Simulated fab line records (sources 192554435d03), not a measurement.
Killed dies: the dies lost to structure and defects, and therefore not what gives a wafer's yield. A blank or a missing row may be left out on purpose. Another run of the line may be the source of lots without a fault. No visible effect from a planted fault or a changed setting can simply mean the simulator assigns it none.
Chamber matching    flow n5_finfet    N5_BEOL_M8_DESCUM_33 on rie_diel-04: 4 sister chambers
The step chemistry O2, time 7 s. 4 wafers are shown with their chamber, then 8 later ones without.

== EACH WAFER AND ITS CHAMBER ==
wafer   chamber  throttle_valve_pct (%)
L084.1  3        20.41
L088.2  1        19.95
L089.5  2        20.58
L090.1  0        20.29

== WAFERS WITHOUT THEIR CHAMBER ==
wafer   throttle_valve_pct (%)
L090.4  20.44
L090.5  19.96
L091.3  20.58
L091.4  20.08
L091.5  20.09
L093.3  20.08
L093.5  19.96
L093.6  20.61

== THE CHAMBER EACH PASSED THROUGH ==
wafer   from the rows above           in truth
L090.4  can't be placed: 3 or 2 or 0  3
L090.5  1                             1
L091.3  2                             2
L091.4  can't be placed: 1 or 0       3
L091.5  can't be placed: 1 or 0       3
L093.3  can't be placed: 1 or 0       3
L093.5  1                             1
L093.6  2                             2
Placed correctly: 4 of 8. From these rows, 4 cannot be placed; in 1 the true chamber is one of the candidates. Number placed wrongly: 0.
How it was worked out, from the rows above alone: a wafer's distance from a chamber is the root of the sum, over the readings, of the square of ((its reading less the chamber's mean) divided by the reading's scatter). If the next closest chamber is less than 2 further off than the closest, the wafer can't be placed; otherwise it belongs to the closest. For every chamber, the mean is computed from those of its wafers that are shown. The scatter: root of mean squared gap, hidden wafer to nearest shown wafer, with one shown wafer a chamber.
